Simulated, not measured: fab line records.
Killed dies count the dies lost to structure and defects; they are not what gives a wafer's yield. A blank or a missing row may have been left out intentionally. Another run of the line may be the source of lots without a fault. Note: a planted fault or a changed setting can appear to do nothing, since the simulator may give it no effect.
fab line records | flow nand-harc
record: lots: 13 wafers: 39 last-day: 24
route steps=1159 shown P_M0@269 P_M1@285 END@1159
lots with no fault: from the same line, run without faults
start-h: the number of hours between the record's first day and the start of the first shown wafer of the lot | wait-h: hours from the lot's prior step to this one | " same as the row above | L1.1+2: a single row standing in for several wafers | - value missing, or start not given | * or withheld: withheld | < > ~ a bound
route shown NAME@n: NAME is a module with steps in the file, n the number in the route of the first one | usual: average and standard deviation across the fault-free wafers | same: alike in all rows | chamber/n: place in a boat | sites: readings site by site | _std_site: the values' standard deviation | _edge_site: mean of outer sites minus mean of inner sites | radius-mm: how far each site lies from the wafer's centre | mask NAME#n: copy n | behind: the last tool/chamber to shape the wafer | hold: why the lot went on hold/how many hours it stayed there/how the hold came to an end | device: whichever transistor did not switch (one of n, p or np) | end of line: the same wafers' tests at the end of the route | a step given without rows: its recipe and nothing more | killed: at the first sort, the dies lost to defects and structure; wafer yield is something else | map: dies across one wafer; x = killed, . = not, _ = none there
set.NAME: setting as actually run; set.NAME@STEP: the setting as run at that earlier step | model.NAME: the simulator's own value behind a step, which no gauge read
a sample of lots followed through the steps of the route, with each step as a table and each wafer as a row
services: a tool's chamber out of use, with start hour (start-h, from the record's first day; less than 0 if before it), hours out, and reason
== steps ==
step: NHARC_P_M0_CD_MEAS_16
usual: cd-nm: 89.4/1
columns lot.wafer tool chamber start-h wait-h cd-nm
L649.2 cd-sem-02 - 139.90 - 88.8
L649.3 " - " " 91.3
L649.5 " - " " 90.2
L650.2 cd-sem-03 - 148.80 - 89.6
L650.3 " - " " 91.0
L650.6 " - " " 89.9
L651.2 cd-sem-01 - 152.13 - 88.9
L651.4 " - " " 90.3
L651.6 " - " " 89.2
L654.1 cd-sem-02 - 166.12 - 89.6
L654.3 " - " " 87.2
L654.5 " - " " 89.8
L655.1 cd-sem-03 - 166.73 - 89.3
L655.2 " - " " 89.8
L655.6 " - " " 87.4
L653.1 cd-sem-02 - 168.56 - 88.9
L653.3 " - " " 90.3
L653.5 " - " " 91.2
L659.2 cd-sem-01 - 212.82 - 88.6
L659.3 " - " " 90.6
L659.6 " - " " 89.1
L660.1 cd-sem-02 - 216.50 - 89.3
L660.2 " - " " 90.5
L660.5 " - " " 89.1
L664.1 cd-sem-03 - 222.81 - 89.9
L664.2 " - " " 89.7
L664.6 " - " " 90.1
L666.1 cd-sem-02 - 244.00 - 90.9
L666.3 " - " " 89.6
L666.6 " - " " 90.9
L665.1 cd-sem-03 - 244.51 - 88.8
L665.4 " - " " 89.9
L665.6 " - " " 89.8
L667.2 cd-sem-02 - 246.23 - 89.0
L667.4 " - " " 87.6
L667.5 " - " " 91.4
L668.2 cd-sem-01 - 246.98 - 89.0
L668.4 " - " " 90.0
L668.6 " - " " 90.0
step: NHARC_P_M0_THK_MEAS_24
recipe: thk-meas-gauge: xrf
usual: thk-nm: 117.5/1.4
columns lot.wafer tool chamber start-h wait-h thk-nm
L649.2 film-metro-02 - 141.95 - 115.8
L649.3 " - " " 115.8
L649.5 " - " " 115.8
L650.2 film-metro-01 - 150.82 - 119.2
L650.3 " - " " 117.8
L650.6 " - " " 117.9
L651.2 film-metro-01 - 154.15 - 119.2
L651.4 " - " " 116.6
L651.6 " - " " 117.2
L654.1 film-metro-01 - 168.29 - 118.0
L654.3 " - " " 119.8
L654.5 " - " " 119.8
L655.1 film-metro-01 - 168.79 - 117.5
L655.2 " - " " 116.8
L655.6 " - " " 118.6
L653.1 film-metro-02 - 170.84 - 118.2
L653.3 " - " " 118.9
L653.5 " - " " 118.4
L659.2 film-metro-02 - 214.82 - 116.5
L659.3 " - " " 117.3
L659.6 " - " " 118.4
L660.1 film-metro-01 - 218.54 - 115.5
L660.2 " - " " 117.4
L660.5 " - " " 114.4
L664.1 film-metro-02 - 224.86 - 118.9
L664.2 " - " " 116.3
L664.6 " - " " 115.7
L666.1 film-metro-01 - 246.02 - 119.0
L666.3 " - " " 121.2
L666.6 " - " " 118.9
L665.1 film-metro-02 - 246.58 - 117.6
L665.4 " - " " 115.7
L665.6 " - " " 117.3
L667.2 film-metro-01 - 248.44 - 119.0
L667.4 " - " " 118.1
L667.5 " - " " 119.1
L668.2 film-metro-01 - 249.01 - 116.6
L668.4 " - " " 115.3
L668.6 " - " " 116.2
step: NHARC_P_M1_DEP_00
recipe: target-thk-a: 1825 target-thk-nm: 182.5 temp-c: withheld pressure-torr: 5 flow-sccm: 200 rf-w: 600 material: SiOC
usual: rf-fwd-power-W: 598.9/1.9 showerhead-vpp-V: 1490/63
columns lot.wafer tool chamber start-h wait-h rf-fwd-power-W showerhead-vpp-V
L649.2 pecvd-02 0 142.66 - 597.2 1461
L649.3 " 2 " " 599.2 1539
L649.5 " 0 " " 597.8 1470
L650.2 pecvd-04 2 151.55 - 598.5 1488
L650.3 " 0 " " 598.8 1548
L650.6 " 1 " " 597.6 1363
L651.2 pecvd-04 0 154.85 - 600.9 1547
L651.4 " 0 " " 600.2 1524
L651.6 " 2 " " 599.3 1472
L654.1 pecvd-04 0 169.05 - 598.9 1564
L654.3 " 2 " " 598.5 1507
L654.5 " 2 " " 599.8 1477
L654.1 pecvd-04 0 169.89 - 599.0 1551
L654.3 " 2 " " 600.0 1484
L654.5 " 2 " " 601.0 1473
L655.2 pecvd-04 0 169.62 - 599.5 1541
L655.1 " 1 " " 598.5 1355
L655.6 " 2 " " 600.4 1508
L653.3 pecvd-04 1 171.61 - 596.4 1360
L653.1 " 2 " " 599.1 1466
L653.5 " 1 " " 599.2 1366
L659.3 pecvd-03 2 215.52 - 596.2 1539
L659.2 " 0 " " 596.8 1559
L659.6 " 0 " " 598.8 1603
L659.3 pecvd-03 2 216.09 - 601.9 1525
L659.2 " 0 " " 598.8 1537
L659.6 " 0 " " 603.4 1572
L660.1 pecvd-02 1 219.23 - 599.8 1472
L660.2 " 0 " " 600.1 1445
L660.5 " 2 " " 600.1 1553
L664.2 pecvd-02 1 225.55 - 596.3 1465
L664.1 " 2 " " 597.0 1528
L664.6 " 0 " " 600.3 1461
L664.2 pecvd-02 1 226.12 - 598.6 1502
L664.1 " 2 " " 598.3 1517
L664.6 " 0 " " 597.7 1466
L666.1 pecvd-04 1 247.57 - 597.7 1357
L666.3 " 0 " " 601.1 1557
L666.6 " 0 " " 601.2 1577
L665.1 pecvd-02 0 248.42 0.5 594.7 1464
L665.6 " 1 " " 602.2 1492
L665.4 " 0 " " 598.0 1489
L667.2 pecvd-04 0 249.41 0.5 601.7 1518
L667.4 " 1 " " 595.8 1366
L667.5 " 0 " " 600.3 1526
L668.2 pecvd-04 1 249.75 - 600.9 1351
L668.4 " 1 " " 598.4 1374
L668.6 " 0 " " 596.2 1562
step: NHARC_P_M1_INSPECT_11
usual: raw-defect-count: 4.4/2.8
columns lot.wafer tool chamber start-h wait-h raw-defect-count
L649.2 defect-inspect-01 - 143.50 0.0 3
L649.3 " - " " 4
L649.5 " - " " 4
L650.2 defect-inspect-01 - 152.51 0.0 4
L650.3 " - " " 3
L650.6 " - " " 6
L651.2 defect-inspect-02 - 155.68 0.0 6
L651.4 " - " " 3
L651.6 " - " " 1
L655.1 defect-inspect-02 - 170.59 0.0 7
L655.2 " - " " 8
L655.6 " - " " 4
L654.1 defect-inspect-02 - 170.82 0.0 9
L654.3 " - " " 7
L654.5 " - " " 10
L653.1 defect-inspect-02 - 172.52 0.0 2
L653.3 " - " " 2
L653.5 " - " " 3
L659.2 defect-inspect-02 - 217.03 0.0 3
L659.3 " - " " 3
L659.6 " - " " 5
L660.1 defect-inspect-01 - 220.19 0.0 2
L660.2 " - " " 0
L660.5 " - " " 0
L664.1 defect-inspect-01 - 227.05 0.0 6
L664.2 " - " " 4
L664.6 " - " " 1
L666.1 defect-inspect-01 - 248.59 0.0 9
L666.3 " - " " 6
L666.6 " - " " 6
L665.1 defect-inspect-02 - 249.29 0.0 3
L665.4 " - " " 8
L665.6 " - " " 6
L667.2 defect-inspect-02 - 250.44 0.0 3
L667.4 " - " " 4
L667.5 " - " " 4
L668.2 defect-inspect-01 - 250.85 0.0 1
L668.4 " - " " 3
L668.6 " - " " 1
step: NHARC_END_SORT_01
recipe: temp-c: 25
usual: defect-limited-yield: 95.7/1.5 killed-at-array: 25/10 killed-at-other: 0.6/0.91 killed-at-periphery: 3.6/2.9 killed-dies: 29/10 killed-open: 3.3/2 killed-short: 1.9/1.5 sort_bin_2_pct: 1.3/0.61 sort_bin_3_pct: 0.26/0.19 sort_bin_4_pct: 2.7/1 sort-n-pass: 648/10 sort-rim-yield-pct: 94/3.2 sort-yield-pct: 95.7/1.5
same: gross-dies: 677 sort_bin_5_pct[%]: 0 sort_bin_6_pct[%]: 0 sort_bin_7_pct[%]: 0 sort_bin_8_pct[%]: 0 sort-rim-n-gross: 106.00
columns lot.wafer tool chamber start-h wait-h defect-limited-yield[%] killed-at-array killed-at-other killed-at-periphery killed-dies killed-open killed-short sort_bin_2_pct[%] sort_bin_3_pct[%] sort_bin_4_pct[%] sort-n-pass sort-rim-yield-pct[%] sort-yield-pct[%]
L654.1 prober-02 0 499.45 2.5 0 18 0 659 677 4 2 97.3 0.15 2.5 0 0 0
L654.3 prober-02 0 501.04 3.1 0 17 0 660 677 2 1 97.8 0.30 1.9 0 0 0
L654.5 prober-02 0 502.64 3.7 0 16 0 661 677 3 1 97.0 0.15 2.8 0 0 0
L659.2 prober-02 0 533.20 2.8 0 55 0 622 677 7 0 95.1 0.44 4.4 0 0 0
L659.3 prober-02 0 533.99 3.1 0 49 0 628 677 2 1 94.4 0.44 5.2 0 0 0
L659.6 prober-02 0 536.37 4.0 0 50 0 627 677 2 1 95.3 0.15 4.6 0 0 0
L664.1 prober-01 0 540.33 2.5 0 10 0 667 677 0 1 99.0 0.15 0.9 0 0 0
L664.2 prober-01 0 541.12 2.8 0 15 0 662 677 1 0 97.9 0.30 1.8 0 0 0
L664.6 prober-01 0 544.29 4.0 0 18 1 658 677 7 1 97.9 0 2.1 0 0 0
killed by level:class
L654.1 P_M1:area-dep=647 A_CHANNEL_HOLE_D1:chamber-film-flake=7 P_CONTACT:chamber-film-flake=6 A_STAIRCASE:chamber-film-flake=4 P_STI:chamber-film-flake=3 A_WL_FILL:chamber-film-flake=2 P_M0:geometric-particle:short=1 P_M0:geometric-particle:open=1
L654.3 P_M1:area-dep=655 A_CHANNEL_HOLE_D1:chamber-film-flake=9 P_STI:chamber-film-flake=4 A_STAIRCASE:chamber-film-flake=3 A_CONTACT:chamber-film-flake=2 A_CHANNEL_FILL_D1:geometric-particle:short=1 A_SLIT:geometric-particle:open=1 A_BLC:geometric-particle:open=1
L654.5 P_M1:area-dep=653 P_CONTACT:chamber-film-flake=6 A_CHANNEL_HOLE_D1:chamber-film-flake=6 A_CHANNEL_FILL_D1:chamber-film-flake=4 A_WL_FILL:chamber-film-flake=2 P_GATE:geometric-particle:short=1 A_SGD_CUT:geometric-particle:open=1 A_BLC:geometric-particle:open=1
L659.2 P_M1:area-dep=619 A_CHANNEL_HOLE_D1:chamber-film-flake=25 A_SLIT:chamber-film-flake=13 A_ZERO_WELL:chamber-film-flake=4 A_STAIRCASE:chamber-film-flake=4 A_WL_FILL:chamber-film-flake=3 P_STI:geometric-particle:open=1 P_GATE:geometric-particle:open=1
L659.3 P_M1:area-dep=628 A_CHANNEL_HOLE_D1:chamber-film-flake=16 A_SLIT:chamber-film-flake=13 A_CONTACT:chamber-film-flake=7 A_STAIRCASE:chamber-film-flake=5 A_ZERO_WELL:chamber-film-flake=2 A_WL_FILL:chamber-film-flake=2 A_CHANNEL_HOLE_D1:geometric-particle:short=1
L659.6 P_M1:area-dep=627 A_CHANNEL_HOLE_D1:chamber-film-flake=23 A_SLIT:chamber-film-flake=15 A_STAIRCASE:chamber-film-flake=3 A_WL_FILL:chamber-film-flake=3 A_CONTACT:chamber-film-flake=3 A_CONTACT:geometric-particle:open=2 A_CHANNEL_FILL_D1:geometric-particle:short=1
L664.1 P_M1:area-dep=665 A_CHANNEL_HOLE_D1:chamber-film-flake=4 P_GATE:chamber-film-flake=2 A_STAIRCASE:chamber-film-flake=2 A_ONON_D1:geometric-particle:short=1 A_CONTACT:chamber-film-flake=1 A_BLC:chamber-film-flake=1 A_BONDPAD:chamber-film-flake=1
L664.2 P_M1:area-dep=660 A_STAIRCASE:chamber-film-flake=6 A_CHANNEL_HOLE_D1:chamber-film-flake=3 P_GATE:chamber-film-flake=2 A_CHANNEL_FILL_D1:chamber-film-flake=2 A_BLC:chamber-film-flake=2 A_CHANNEL_HOLE_D1:geometric-particle:open=1 A_CONTACT:chamber-film-flake=1
L664.6 P_M1:area-dep=653 A_CHANNEL_HOLE_D1:chamber-film-flake=7 P_CONTACT:geometric-particle:open=3 A_STAIRCASE:chamber-film-flake=3 A_BLC:chamber-film-flake=3 P_M0:geometric-particle:open=1 A_ONON_D1:geometric-particle:open=1 A_CHANNEL_FILL_D1:geometric-particle:open=1
== services ==
columns tool chamber start-h hours kind
pecvd-03 0 124.61 - clean
pecvd-03 1 124.61 - clean
pecvd-03 2 124.61 - clean
pecvd-03 0 151.72 2.3 repair
pecvd-02 - 153.00 13.0 pm
pecvd-02 0 153.00 13.0 vent-cycle
pecvd-02 1 153.00 13.0 vent-cycle
pecvd-02 2 153.00 13.0 vent-cycle
pecvd-02 0 166.00 - clean
pecvd-02 1 166.00 - clean
pecvd-02 2 166.00 - clean
pecvd-04 - 195.00 13.0 pm
pecvd-04 0 195.00 13.0 vent-cycle
pecvd-04 1 195.00 13.0 vent-cycle
pecvd-04 2 195.00 13.0 vent-cycle
pecvd-04 0 208.00 - clean
pecvd-04 1 208.00 - clean
pecvd-04 2 208.00 - clean
pecvd-03 - 236.09 0.7 repair
pecvd-03 1 238.70 23.4 repair
pecvd-04 2 246.76 4.9 repair
== key ==
first-sign: step: NHARC_P_M1_DEP_00 reading: visit direction: added
effect: step: NHARC_END_SORT_01 reading: killed-at-periphery direction: up sigmas: 99+ usual: 3.6 struck: 649.3
more-kills-born-at: NHARC_P_M1_DEP_00@pecvd-02: 1978 NHARC_P_M1_DEP_00@pecvd-04: 1955 NHARC_P_M1_DEP_00@pecvd-03: 1874
met-at NHARC_P_M1_DEP_00
struck-lots L654,L659,L664
later-rows-left-out L654.1,L654.3,L654.5,L659.2,L659.3,L659.6,L664.1,L664.2,L664.6
not-acting-at NHARC_P_M0_CD_MEAS_16,NHARC_P_M0_THK_MEAS_24,NHARC_P_M1_INSPECT_11
fault: kind: repeated-step-whole tool: pecvd-02,pecvd-03,pecvd-04 chamber: - onset-h: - steps: NHARC_P_M1_DEP_00 times: 1 scope: struck-lots-only
later-rows-left-out: the simulator's readings of these wafers behind a module that went badly wrong aren't trusted and aren't shown, but for the sort
